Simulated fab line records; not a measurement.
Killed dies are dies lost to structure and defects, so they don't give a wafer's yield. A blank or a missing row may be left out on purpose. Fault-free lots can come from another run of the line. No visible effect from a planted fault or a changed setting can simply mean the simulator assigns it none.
Matching of chambers	flow n5 finfet	4 sister chambers for N5_BEOL_M1_ALD_84 on ald metal-02
The step deposits TaN, pulse time 2 s, purge time 3 s, co reactant purge time 2 s. 4 wafers are shown with their chamber, then 12 later ones without.

WAFERS PAIRED WITH THEIR CHAMBERS
wafer	chamber	heater power w (W)
L085.6	3	437
L090.3	2	442
L090.5	0	459
L090.6	1	397

WAFERS MISSING THEIR CHAMBER
wafer	heater power w (W)
L092.2	438
L092.3	456
L092.5	455
L095.3	449
L095.4	384
L095.5	459
L097.1	460
L097.2	422
L097.3	456
L096.3	389
L096.4	453
L096.5	464

EACH ONE'S CHAMBER
wafer	from the rows above	in truth
L092.2	can't be placed: 3 or 2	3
L092.3	can't be placed: 0 or 2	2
L092.5	can't be placed: 0 or 2 or 3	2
L095.3	can't be placed: 2 or 0 or 3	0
L095.4	1	1
L095.5	0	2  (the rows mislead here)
L097.1	0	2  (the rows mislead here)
L097.2	can't be placed: 3 or 2 or 1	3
L097.3	can't be placed: 0 or 2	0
L096.3	1	1
L096.4	can't be placed: 0 or 2 or 3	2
L096.5	0	0
Placed correctly: 3 of 12. Not placeable from these rows: 7 (in 7, the candidates include the true chamber). Placed wrongly: 2.
How it was worked out, from the rows above alone: a wafer's distance from a chamber is the root of the sum, over the readings, of the square of ((its reading less the chamber's mean) divided by the reading's scatter). If the next closest chamber is less than 2 further off than the closest, the wafer can't be placed; otherwise it belongs to the closest. Each chamber's mean is taken over the wafers shown for it. The scatter: root of mean squared gap, hidden wafer to nearest shown wafer, with one shown wafer a chamber.
